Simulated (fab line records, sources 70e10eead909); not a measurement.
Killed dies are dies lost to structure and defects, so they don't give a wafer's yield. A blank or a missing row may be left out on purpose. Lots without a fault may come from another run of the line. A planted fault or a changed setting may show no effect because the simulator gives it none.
Which tool did it? | flow nand_harc | 24 lots, 72 wafers sampled, at 3 steps of a route of 1302

WHAT THE GAUGES READ, wafer by wafer
NHARC_A_SLIT_INSPECT_11. Usual: raw_defect_count 67, standard deviation 31.
lot  | measured     | on                | raw_defect_count | flag
L074 | day 19 21:54 | defect_inspect-01 | 74 63 48         |
L075 | day 20 10:34 | defect_inspect-02 | 103 105 135      |
L076 | day 20 10:59 | defect_inspect-02 | 131 112 109      |
L077 | day 21 18:27 | defect_inspect-01 | 75 75 85         |
L080 | day 21 19:58 | defect_inspect-02 | 21 21 20         |
L078 | day 22 08:41 | defect_inspect-02 | 63 79 73         |
L081 | day 22 18:49 | defect_inspect-01 | 77 91 76         |
L079 | day 22 17:20 | defect_inspect-01 | 67 79 83         |
L082 | day 22 15:51 | defect_inspect-02 | 90 106 92        |
L083 | day 23 14:03 | defect_inspect-02 | 71 66 63         |
L084 | day 24 03:50 | defect_inspect-01 | 7 17 15          |
L085 | day 24 19:19 | defect_inspect-01 | 77 88 92         |
L086 | day 25 04:03 | defect_inspect-02 | 40 54 47         |
L087 | day 25 04:14 | defect_inspect-02 | 53 59 51         |
L089 | day 25 19:21 | defect_inspect-02 | 96 102 110       |
L090 | day 26 10:16 | defect_inspect-02 | 70 79 68         |
L088 | day 26 18:52 | defect_inspect-02 | 103 89 94        |
L091 | day 27 09:28 | defect_inspect-01 | 100 124 93       |
L092 | day 27 10:31 | defect_inspect-02 | 29 34 30         |
L094 | day 28 02:34 | defect_inspect-01 | 54 63 74         |
L093 | day 28 02:25 | defect_inspect-02 | 35 38 24         |
L096 | day 28 20:49 | defect_inspect-01 | 71 69 69         |
L095 | day 28 20:40 | defect_inspect-01 | 34 42 34         |
L097 | day 29 10:04 | defect_inspect-02 | 11 15 11         |

WHICH TOOL RAN EACH LOT (tool, then ch and the chambers of the sampled wafers, then the start)
lot  | NHARC_A_SGD_CUT_ETCH_15                       | NHARC_A_SGD_CUT_ETCH_16
L074 | rie_diel-13 ch 0,2, day 19 21:54 or earlier   | rie_diel-13 ch 0,3, day 19 21:54 or earlier
L075 | rie_diel-10 ch 0,1,3, day 20 10:34 or earlier | rie_diel-10 ch 0,2,3, day 20 10:34 or earlier
L076 | rie_diel-07 ch 0,1,3, day 20 10:59 or earlier | rie_diel-07 ch 0,2,3, day 20 10:59 or earlier
L077 | rie_diel-07 ch 1,3, day 21 18:27 or earlier   | rie_diel-07 ch 0,1, day 21 18:27 or earlier
L080 | rie_diel-10 ch 0,1,3, day 21 19:58 or earlier | rie_diel-10 ch 0,1, day 21 19:58 or earlier
L078 | rie_diel-13 ch 0,1,3, day 22 08:41 or earlier | rie_diel-13 ch 0,2, day 22 08:41 or earlier
L081 | rie_diel-07 ch 2,3, day 22 18:49 or earlier   | rie_diel-07 ch 0,1, day 22 18:49 or earlier
L079 | rie_diel-13 ch 0,3, day 22 17:20 or earlier   | rie_diel-13 ch 0,1, day 22 17:20 or earlier
L082 | rie_diel-10 ch 1,2,3, day 22 15:51 or earlier | rie_diel-10 ch 0,1, day 22 15:51 or earlier
L083 | rie_diel-10 ch 0,1,3, day 23 14:03 or earlier | rie_diel-10 ch 0,1,3, day 23 14:03 or earlier
L084 | rie_diel-13 ch 0,1,3, day 24 03:50 or earlier | rie_diel-13 ch 0,2,3, day 24 03:50 or earlier
L085 | rie_diel-10 ch 0,1, day 24 19:19 or earlier   | rie_diel-10 ch 0,2,3, day 24 19:19 or earlier
L086 | rie_diel-07 ch 0,1,3, day 25 04:03 or earlier | rie_diel-07 ch 0,1,3, day 25 04:03 or earlier
L087 | rie_diel-10 ch 1,3, day 25 04:14 or earlier   | rie_diel-10 ch 0,1,3, day 25 04:14 or earlier
L089 | rie_diel-07 ch 0,1, day 25 19:21 or earlier   | rie_diel-07 ch 1,2,3, day 25 19:21 or earlier
L090 | rie_diel-13 ch 0,2,3, day 26 10:16 or earlier | rie_diel-13 ch 0,1,2, day 26 10:16 or earlier
L088 | rie_diel-13 ch 0,1, day 26 18:52 or earlier   | rie_diel-13 ch 0,2, day 26 18:52 or earlier
L091 | rie_diel-07 ch 0,1,2, day 27 09:28 or earlier | rie_diel-07 ch 0,3, day 27 09:28 or earlier
L092 | rie_diel-13 ch 1,2, day 27 10:31 or earlier   | rie_diel-13 ch 0,3, day 27 10:31 or earlier
L094 | rie_diel-13 ch 0,2, day 28 02:34 or earlier   | rie_diel-13 ch 0,3, day 28 02:34 or earlier
L093 | rie_diel-10 ch 0,2,3, day 28 02:25 or earlier | rie_diel-10 ch 0,1,3, day 28 02:25 or earlier
L096 | rie_diel-13 ch 0,2, day 28 20:49 or earlier   | rie_diel-13 ch 0,1,3, day 28 20:49 or earlier
L095 | rie_diel-10 ch 0,2,3, day 28 20:40 or earlier | rie_diel-10 ch 0,1,2, day 28 20:40 or earlier
L097 | rie_diel-10 ch 0,1,3, day 29 10:04 or earlier | rie_diel-10 ch 0,2,3, day 29 10:04 or earlier
- NHARC_A_SGD_CUT_ETCH_15: etches the open film in CH3F/O2, target depth 75 nm, time 64.3 s.
- NHARC_A_SGD_CUT_ETCH_16: etches the open film in C4F8/O2/Ar, target depth 310.5 nm, time 155.2 s.

WHAT THE TOOLS THEMSELVES READ (means of the sampled wafers that have a number; where no wafer has one, the mark that the record gives instead)
NHARC_A_SGD_CUT_ETCH_15. Usual: drypump_motor_current_A 5.7 A, standard deviation 0.43; oes_product_au 0.964 a.u., standard deviation 0.018; rf_vpp_V 263.8 V, standard deviation 1.2; showerhead_plenum_p_Torr 2.45 Torr, standard deviation 0.065; throttle_valve_pct 20.663 %, standard deviation 0.0092.
lot  | tool        | drypump_motor_current_A (A) | oes_product_au (a.u.) | rf_vpp_V (V) | showerhead_plenum_p_Torr (Torr) | throttle_valve_pct (%) | flag
L074 | rie_diel-13 | 5.5                         | 0.973                 | 264.4        | 2.47                            | 20.660                 |
L075 | rie_diel-10 | 5.8                         | 0.955                 | 264.1        | 2.51                            | 20.668                 |
L076 | rie_diel-07 | 5.5                         | 0.975                 | 264.4        | 2.43                            | 20.657                 |
L077 | rie_diel-07 | 5.3                         | 0.968                 | 264.2        | 2.46                            | 20.662                 |
L080 | rie_diel-10 | 5.8                         | 0.978                 | 265.3        | 2.51                            | 20.667                 |
L078 | rie_diel-13 | 5.7                         | 0.927                 | 264.1        | 2.44                            | 20.660                 |
L081 | rie_diel-07 | 5.7                         | 0.962                 | 262.7        | 2.45                            | 20.662                 |
L079 | rie_diel-13 | 5.4                         | 0.969                 | 264.7        | 2.48                            | 20.667                 |
L082 | rie_diel-10 | 5.8                         | 0.971                 | 263.9        | 2.46                            | 20.657                 |
L083 | rie_diel-10 | 5.8                         | 0.957                 | 263.5        | 2.51                            | 20.655                 |
L084 | rie_diel-13 | 5.7                         | 0.962                 | 263.7        | 2.44                            | 20.662                 |
L085 | rie_diel-10 | 5.5                         | 0.942                 | 264.2        | 2.49                            | 20.670                 |
L086 | rie_diel-07 | 5.5                         | 0.979                 | 263.4        | 2.43                            | 20.663                 |
L087 | rie_diel-10 | 6.1                         | 0.966                 | 263.7        | 2.52                            | 20.663                 |
L089 | rie_diel-07 | 5.7                         | 0.956                 | 262.8        | 2.38                            | 20.665                 |
L090 | rie_diel-13 | 5.3                         | 0.970                 | 264.3        | 2.44                            | 20.656                 |
L088 | rie_diel-13 | 5.8                         | 0.970                 | 264.2        | 2.47                            | 20.665                 |
L091 | rie_diel-07 | 5.7                         | 0.984                 | 262.8        | 2.41                            | 20.659                 |
L092 | rie_diel-13 | 5.7                         | 0.964                 | 263.0        | 2.38                            | 20.664                 |
L094 | rie_diel-13 | 5.5                         | 0.953                 | 264.0        | 2.47                            | 20.667                 |
L093 | rie_diel-10 | 5.9                         | 0.969                 | 263.1        | 2.48                            | 20.672                 |
L096 | rie_diel-13 | 5.5                         | 0.947                 | 264.1        | 2.47                            | 20.664                 |
L095 | rie_diel-10 | 5.9                         | 0.968                 | 265.2        | 2.48                            | 20.660                 |
L097 | rie_diel-10 | 5.8                         | 0.972                 | 265.0        | 2.50                            | 20.658                 |

NHARC_A_SGD_CUT_ETCH_16. Usual: oes_product_au 0.973 a.u., standard deviation 0.017; rf_vpp_V 722.7 V, standard deviation 2.7.
lot  | tool        | oes_product_au (a.u.) | rf_vpp_V (V) | flag
L074 | rie_diel-13 | 0.979                 | 724.4        |
L075 | rie_diel-10 | 0.973                 | 725.2        |
L076 | rie_diel-07 | 0.982                 | 722.1        |
L077 | rie_diel-07 | 0.990                 | 720.5        |
L080 | rie_diel-10 | 0.989                 | 724.4        |
L078 | rie_diel-13 | 0.945                 | 724.1        |
L081 | rie_diel-07 | 0.958                 | 720.5        |
L079 | rie_diel-13 | 0.977                 | 723.7        |
L082 | rie_diel-10 | 1.002                 | 724.5        |
L083 | rie_diel-10 | 0.967                 | 724.7        |
L084 | rie_diel-13 | 0.973                 | 723.0        |
L085 | rie_diel-10 | 0.951                 | 724.8        |
L086 | rie_diel-07 | 0.987                 | 721.2        |
L087 | rie_diel-10 | 0.985                 | 725.0        |
L089 | rie_diel-07 | 0.961                 | 723.5        |
L090 | rie_diel-13 | 0.966                 | 721.8        |
L088 | rie_diel-13 | 0.962                 | 722.5        |
L091 | rie_diel-07 | 0.989                 | 722.9        |
L092 | rie_diel-13 | 0.976                 | 723.2        |
L094 | rie_diel-13 | 0.978                 | 723.3        |
L093 | rie_diel-10 | 0.968                 | 725.7        |
L096 | rie_diel-13 | 0.972                 | 722.7        |
L095 | rie_diel-10 | 0.964                 | 722.1        |
L097 | rie_diel-10 | 0.984                 | 722.8        |

THE ANSWER, worked out from the rows above alone
Rule: a lot is off if the mean of its wafers that have a number lies more than 3 standard deviations from the usual mean. A lot without any number at a reading at which 4 lots or more have one is off too. The other lots that the step has rows for count as sound. The gauges are gone through in route order, then the tools' own readings, and for those a lot's mean is taken as printed above. The first step at which some lot is off is used, and at that step the reading that is off furthest; a lot without a number counts as furthest.
No lot is off at any reading shown: from this, nothing can be told.

WHAT THE SIMULATOR HAD PUT IN
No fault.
